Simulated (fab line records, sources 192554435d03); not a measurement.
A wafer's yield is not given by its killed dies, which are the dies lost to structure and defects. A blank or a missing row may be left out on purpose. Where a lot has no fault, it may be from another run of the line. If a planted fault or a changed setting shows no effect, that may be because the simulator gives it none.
Lot-split experiment + flow n5-finfet + on a route of 1938 steps: 7 lots, 21 wafers read

## SPLIT DETAILS
At N5_BEOL_M11_PECVD_70 (deposits SiO2 from TEOS/O2, target thk 20 nm, time 22.7 s), the setting time-s was moved away from the recipe's 22.7 s on 6 of the 21 wafers read, by -12.5% to +5.2%. For the rest of the wafers, this setting stayed at what the recipe calls for.

## FROM THE SPLIT TO THE READING: what the file shows between them, 16 steps
- N5_BEOL_M11_COAT_05: resist thk 90 nm (also split here: spin-rpm)
- N5_BEOL_M11_COAT_63: time 60 s, resist thk 100 nm (also split here: spin-rpm)
- N5_BEOL_M11_COAT_22: resist thk 90 nm (also split here: spin-rpm)
- N5_BEOL_M11_EBR_24
- N5_BEOL_M11_SOFTBAKE_23: time 60 s
- N5_BEOL_M11_EXPOSE_25: exposes mask V10
- N5_BEOL_M11_PEB_26: peb time 60 s
- N5_BEOL_M11_DEVELOP_27: develop time 30 s
- N5_BEOL_M11_DESCUM_33: chemistry O2, time 7.9 s
- N5_BEOL_M11_ETCH_65: etches SiARC in CF4, target depth 39 nm, time 65 s
- N5_BEOL_M11_ETCH_66: etches SOC in N2/H2, target depth 120 nm, overetch 24 nm, time 180 s
- N5_BEOL_M11_STRIP_69: strips in N2/H2
- N5_BEOL_M11_VIA_ETCH_34: etches SiCOH lowk in C4F6/O2, target depth 184.5 nm, time 69.2 s
- N5_BEOL_M11_STRIP_73: strips in C4F6/O2
- N5_BEOL_M11_STRIP_36: strips in N2/H2
- N5_BEOL_M11_STRIP_77: strips in N2/H2, time 10 s

## THE READING
SiO2_of_BEOL_M11_PECVD_70.thk-nm (the simulator's own value, which no gauge read), in nm, at N5_BEOL_M11_HM_STRIP_39 (strips TiN in peroxide tin strip, target depth 25 nm, time 158 s). The file does not state a usual value for it. The 15 wafers here that ran the recipe average 19.6 nm, standard deviation 0.27 nm.

| wafer  | tool, chamber at the split | time-s as run, s | against the recipe | SiO2_of_BEOL_M11_PECVD_70.thk-nm, nm | against lot-mates on the recipe |
|--------|----------------------------|------------------|--------------------|--------------------------------------|---------------------------------|
| L074.1 | pecvd-03, 2                | 22.7             | recipe             | 19.6                                 | -                               |
| L074.2 | pecvd-03, 1                | 19.86            | -12.5%             | 17.2                                 | -2.5                            |
| L074.4 | pecvd-03, 2                | 22.7             | recipe             | 19.8                                 | -                               |
| L081.3 | pecvd-03, 2                | 22.7             | recipe             | 19.6                                 | -                               |
| L081.4 | pecvd-03, 1                | 22.7             | recipe             | 19.8                                 | -                               |
| L081.6 | pecvd-03, 0                | 21.68            | -4.5%              | 19                                   | -0.7                            |
| L083.1 | pecvd-04, 1                | 22.7             | recipe             | 19.4                                 | -                               |
| L083.5 | pecvd-04, 1                | 22.7             | recipe             | 19.6                                 | -                               |
| L083.6 | pecvd-04, 2                | 21.32            | -6.1%              | 18.8                                 | -0.7                            |
| L091.3 | pecvd-04, 0                | 22.7             | recipe             | 19.8                                 | -                               |
| L091.4 | pecvd-04, 1                | 20.26            | -10.7%             | 17.8                                 | -2.0                            |
| L091.5 | pecvd-04, 2                | 20.26            | -10.7%             | 18.2                                 | -1.6                            |
| L092.1 | pecvd-01, 1                | 22.7             | recipe             | 19.6                                 | -                               |
| L092.3 | pecvd-01, 0                | 22.7             | recipe             | 20.2                                 | -                               |
| L092.4 | pecvd-01, 1                | 22.7             | recipe             | 20                                   | -                               |
| L095.1 | pecvd-01, 2,1              | 22.7             | recipe             | 19.2                                 | -                               |
| L095.5 | pecvd-01, 2,1              | 22.7             | recipe             | 19.2                                 | -                               |
| L095.3 | pecvd-01, 0                | 23.89            | +5.2%              | 20.2                                 | +1.0                            |
| L097.1 | pecvd-01, 2,0              | 22.7             | recipe             | 19.4                                 | -                               |
| L097.2 | pecvd-01, 2,0              | 22.7             | recipe             | 19.4                                 | -                               |
| L097.3 | pecvd-01, 2                | 22.7             | recipe             | 19.8                                 | -                               |
Rows listing several chambers each stand for several wafers; the file does not say which wafer went through which chamber.

FIT RESULTS
A straight line over all 21 wafers: SiO2_of_BEOL_M11_PECVD_70.thk-nm changes by +0.16 nm for each +1% of time-s; r = +0.93; the points scatter about the line by 0.28 nm.
The same after taking each lot's own level away (the mean of its wafers on the recipe; 21 wafers): +0.177 nm for each +1%; r = +0.97; scatter 0.19 nm.
According to that fit, moving time-s by its largest amount changes the reading by 2.2 nm.
The span of the lots' own levels, 19.20 to 19.93 nm, comes to 2.7 times the standard deviation stated above.
The two slopes are in agreement: the lot-to-lot level therefore moves the slope only a little.
Check: with one of the wafers moved furthest among these (-12.5%) left out of the fit, the line predicts -2.04 nm for it against its lot-mates. It came out at -2.5 nm against them.

## FURTHER SPLITS ON THESE WAFERS
Other splits were also applied to these wafers ahead of the reading. Each is held against what the fit with the lots' levels taken away leaves over:
| other split on the same wafers     | wafers away from the commonest value | r with SiO2_of_BEOL_M11_PECVD_70.thk-nm (lot level and that fit taken away) |
|------------------------------------|--------------------------------------|-----------------------------------------------------------------------------|
| N5_BEOL_M9_TRENCH_ETCH_37 source-w | 7                                    | -0.15                                                                       |
| N5_BEOL_M11_COAT_05 spin-rpm       | 9                                    | +0.18                                                                       |
| N5_BEOL_M11_COAT_63 spin-rpm       | 9                                    | +0.08                                                                       |
| N5_BEOL_M11_COAT_22 spin-rpm       | 6                                    | +0.26                                                                       |

## THE WHOLE CHAIN: every reading that the file lists as answering this split, in the file's order
| step                    | what it does                                                     | reading                                                                           | change (the file's fit)               | r (the file's) |
|-------------------------|------------------------------------------------------------------|-----------------------------------------------------------------------------------|---------------------------------------|----------------|
| N5_BEOL_M11_PECVD_70    | deposits SiO2 from TEOS/O2, target thk 20 nm, time 22.7 s        | SiO2_of_BEOL_M11_PECVD_70.thk-nm (the simulator's own value, which no gauge read) | +0.17 nm for each +1% of the setting  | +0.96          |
| N5_BEOL_M11_HM_STRIP_39 | strips TiN in peroxide tin strip, target depth 25 nm, time 158 s | SiO2_of_BEOL_M11_PECVD_70.thk-nm (the simulator's own value, which no gauge read) | +0.177 nm for each +1% of the setting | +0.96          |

## THE FILE'S OWN FIT
SiO2_of_BEOL_M11_PECVD_70.thk-nm changes by +0.177 nm for each +1% of time-s, r = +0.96.
